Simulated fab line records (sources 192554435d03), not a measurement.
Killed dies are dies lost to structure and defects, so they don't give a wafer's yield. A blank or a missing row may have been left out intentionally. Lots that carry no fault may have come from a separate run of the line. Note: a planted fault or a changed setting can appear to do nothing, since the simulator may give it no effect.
Matching of chambers    flow n5_finfet    cmp-01 running N5_GATE_CUT_CMP_43: 4 sister chambers
The step polishes SiO2. 4 wafers are shown with their chamber, then 7 later ones without.

EACH WAFER AND ITS CHAMBER
wafer   chamber  motor_current_A (A)
L076.6  2        12.8
L084.6  3        11.3
L090.2  1        16.1
L090.3  0        13.0

WAFERS WITHOUT THEIR CHAMBER
wafer   motor_current_A (A)
L090.5  11.3
L092.3  16.3
L092.5  13.0
L092.6  17.2
L094.1  11.4
L094.5  15.6
L094.6  13.5

WHICH CHAMBER EACH WENT THROUGH
wafer   from the rows above      in truth
L090.5  3                        3
L092.3  1                        1
L092.5  can't be placed: 0 or 2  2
L092.6  1                        1
L094.1  3                        3
L094.5  1                        1
L094.6  can't be placed: 0 or 2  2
5 of 7 placed correctly. Can't be placed from these rows: 2 (the true chamber is among the candidates in 2). Placed wrongly: 0.
How it was worked out, from the rows above alone: a wafer's distance from a chamber is the root of the sum, over the readings, of the square of ((its reading less the chamber's mean) divided by the reading's scatter). The wafer belongs to the nearest chamber; if the next one is less than 2 further off, it can't be placed. For every chamber, the mean is computed from those of its wafers that are shown. The scatter: root of mean squared gap, hidden wafer to nearest shown wafer, with one shown wafer a chamber.
